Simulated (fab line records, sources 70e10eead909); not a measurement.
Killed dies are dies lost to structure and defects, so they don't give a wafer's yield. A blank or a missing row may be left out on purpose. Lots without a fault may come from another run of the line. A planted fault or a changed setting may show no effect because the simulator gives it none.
A struck lot beside a sound one | flow nand_harc | 22 steps out of a route of 1302
Sound: wafers L508.1, L508.2, L508.6. Struck: wafers L512.1, L512.2, L512.5. The cause comes at the end.
At each step with rows: each side's tool, then ch and its chambers, then its first start. Under that, the readings that differ: sound wafers | struck wafers | difference of the means | sigmas: that difference in standard deviations of wafers without a fault.
alike: readings whose means differ by less than 2 such deviations, and words and numbers that are the same on both sides. not compared: withheld readings, readings that some wafer has no value for, bounds like >300 that may hide the same value, and numbers for which the record gives no deviation and whose values overlap.
The two part at a step that has a row with sigmas, a row that says differs or no value, or rows on one side only. Numbers that don't overlap but have no deviation are shown without sigmas and don't part them. A reading that every wafer of one side lacks parts them only if that side has two wafers or more.

NHARC_A_SGD_CUT_CD_MEAS_09: target cd 100 nm.
  sound on cd_sem-03 ch 0, day 22 05:49; struck on cd_sem-03 ch 0, day 24 09:04
  alike: cd_nm
NHARC_A_SGD_CUT_OVL_MEAS_10:
  sound on overlay-02, day 22 05:53; struck on overlay-01, day 24 09:10
  reading           | sound       | struck         | difference | sigmas
  overlay_x_nm (nm) | 0.4 0.3 0.6 | -2.0 -1.7 -1.6 | -2.2       | -2
  alike: overlay_y_nm
NHARC_A_SGD_CUT_INSPECT_11:
  sound on defect_inspect-01, day 22 05:56; struck on defect_inspect-01, day 24 09:12
  alike: raw_defect_count
then, 3 steps without rows for these wafers: NHARC_A_SGD_CUT_DESCUM_14 (chemistry O2, time 3 s); NHARC_A_SGD_CUT_ETCH_58 (etches the open film in CF4, target depth 39 nm, time 65 s); NHARC_A_SGD_CUT_ETCH_59 (etches the open film in N2/H2, target depth 260 nm, time 406.25 s).
NHARC_A_SGD_CUT_ETCH_15: etches the open film in CH3F/O2, target depth 75 nm, time 64.3 s.
  sound on rie_diel-05 ch 2,3; struck on rie_diel-05 ch 0,1,2
  alike: drypump_motor_current_A, oes_product_au, rf_vpp_V, showerhead_plenum_p_Torr, throttle_valve_pct
  not compared: rf_hours_counter_h
then, 2 steps without rows for these wafers: NHARC_A_SGD_CUT_ETCH_16 (etches the open film in C4F8/O2/Ar, target depth 310.5 nm, time 155.2 s); NHARC_A_SGD_CUT_STRIP_60 (strips in C4F8/O2/Ar).
NHARC_A_SGD_CUT_STRIP_17: strips in O2.
  sound on rie_diel-05 ch 1,2; struck on rie_diel-05 ch 2,3
  alike: drypump_motor_current_A, oes_product_au, rf_vpp_V, showerhead_plenum_p_Torr, throttle_valve_pct
  not compared: rf_hours_counter_h
then, 2 steps without rows for these wafers: NHARC_A_SGD_CUT_PRECLEAN_18 (cleans in SC1); NHARC_A_SGD_CUT_SRD_19.
NHARC_A_SGD_CUT_DEP_20: deposits SiO2, target thk 150 nm.
  sound on fcvd-01 ch 0,1, day 22 07:07; struck on fcvd-01 ch 0,1, day 24 10:22
then, 1 step without rows for these wafers: NHARC_A_SGD_CUT_ANNEAL_27 (time 1800 s).
NHARC_A_SGD_CUT_CMP_21: polishes, target thk 148.19 nm.
  sound on cmp-02 ch 1,2,3, day 22 11:48; struck on cmp-01 ch 1,3, day 24 16:32
  alike: motor_current_A, time_to_endpoint_s
NHARC_A_SGD_CUT_THK_MEAS_22: measures by ellipsometry.
  sound on film_metro-02, day 22 12:02; struck on film_metro-02, day 24 16:47
  alike: thk_nm
then, 3 steps without rows for these wafers: NHARC_A_SGD_CUT_SRD_23; NHARC_A_SGD_CUT_ETCH_26 (etches SiO2 in dHF, target depth 45.8 nm); NHARC_A_SGD_CUT_ETCHBACK_24 (etches the open film in CH3F/O2, target depth 50 nm, time 92.857 s).
NHARC_A_SGD_CUT_STRIP_28: strips in O2, time 20 s.
  sound on rie_diel-05 ch 0,1,2; struck on rie_diel-11 ch 1,3
  reading                         | sound          | struck         | difference | sigmas
  showerhead_plenum_p_Torr (Torr) | 3.46 3.43 3.33 | 3.69 3.69 3.69 | +0.28      | +2
  alike: drypump_motor_current_A, oes_product_au, rf_vpp_V, throttle_valve_pct
  not compared: rf_hours_counter_h
NHARC_A_SLIT_DEP_25: deposits SiO2, target thk 200 nm.
  sound on pecvd-04 ch 0,1,2, day 22 12:35; struck on pecvd-01 ch 0,1,2, day 25 08:49
  reading | sound | struck                                                                        | difference                   | sigmas
  hold    | - - - | await_dispo/15.1h/release await_dispo/15.1h/release await_dispo/15.1h/release | no value on the sound wafers |
  alike: heater_power_w, throttle_valve_pct
-- the record jumps here: 5 days lie between the struck wafers' starts before and after (it left off in module A_SLIT and takes up again in module END, whose first step shown is number 1302 of the route) --
NHARC_END_SORT_01:
  the record has rows for the struck wafers here (prober-02 ch 0, day 30 20:08) and none for the sound ones

WHERE THEY PART
First at NHARC_A_SGD_CUT_OVL_MEAS_10; last, within this record, at NHARC_END_SORT_01.

WHY: what the simulator had put in
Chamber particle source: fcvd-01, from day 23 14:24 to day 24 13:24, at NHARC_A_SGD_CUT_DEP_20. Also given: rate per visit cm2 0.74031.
